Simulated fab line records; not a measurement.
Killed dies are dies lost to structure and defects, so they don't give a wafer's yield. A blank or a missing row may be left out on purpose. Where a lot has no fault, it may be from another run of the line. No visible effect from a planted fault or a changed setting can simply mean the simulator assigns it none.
Matching of chambers + flow nand-harc + NHARC_A_STAIRCASE_ALD_415 on ald-hk-03: 4 sister chambers
The step deposits SiO2, target thk 30 nm, pulse time 6 s, ald cycles 300. 8 wafers are shown with their chamber, then 12 later ones without.

WAFERS, EACH WITH ITS CHAMBER
| wafer  | chamber | heater-power-w (W) | precursor-pulse-height-rel |
|--------|---------|--------------------|----------------------------|
| L087.2 | 2       | 415                | 0.983                      |
| L087.1 | 0       | 498                | 0.976                      |
| L086.2 | 2       | 415                | 1.008                      |
| L086.4 | 0       | 503                | 0.990                      |
| L085.1 | 3       | 515                | 1.014                      |
| L089.1 | 1       | 556                | 0.993                      |
| L089.4 | 3       | 515                | 0.995                      |
| L089.5 | 1       | 555                | 1.006                      |

WAFERS WITHOUT THEIR CHAMBER
| wafer  | heater-power-w (W) | precursor-pulse-height-rel |
|--------|--------------------|----------------------------|
| L092.2 | 511                | 1.018                      |
| L092.3 | 426                | 0.998                      |
| L092.6 | 548                | 1.009                      |
| L094.1 | 404                | 0.967                      |
| L094.2 | 550                | 0.999                      |
| L094.3 | 529                | 0.991                      |
| L094.4 | 512                | 0.997                      |
| L094.5 | 542                | 0.971                      |
| L094.6 | 419                | 0.992                      |
| L097.3 | 419                | 0.996                      |
| L097.4 | 566                | 1.001                      |
| L097.6 | 412                | 0.997                      |

THE CHAMBER EACH PASSED THROUGH
| wafer  | from the rows above | in truth                   |
|--------|---------------------|----------------------------|
| L092.2 | 3                   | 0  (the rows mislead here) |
| L092.3 | 2                   | 2                          |
| L092.6 | 1                   | 1                          |
| L094.1 | 2                   | 2                          |
| L094.2 | 1                   | 1                          |
| L094.3 | 3                   | 3                          |
| L094.4 | 3                   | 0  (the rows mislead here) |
| L094.5 | 1                   | 1                          |
| L094.6 | 2                   | 2                          |
| L097.3 | 2                   | 2                          |
| L097.4 | 1                   | 1                          |
| L097.6 | 2                   | 2                          |
Placed correctly: 10 of 12. Not placeable from these rows: 0. 2 placed wrongly.
How it was worked out, from the rows above alone: a wafer's distance from a chamber is the root of the sum, over the readings, of the square of ((its reading less the chamber's mean) divided by the reading's scatter). The wafer belongs to the nearest chamber; if the next one is less than 2 further off, it can't be placed. For every chamber, the mean is computed from those of its wafers that are shown. How the scatter is found: for the shown wafers, subtract from each reading the mean of its chamber, square and add these, divide the total by (wafers less chambers), then take the root.
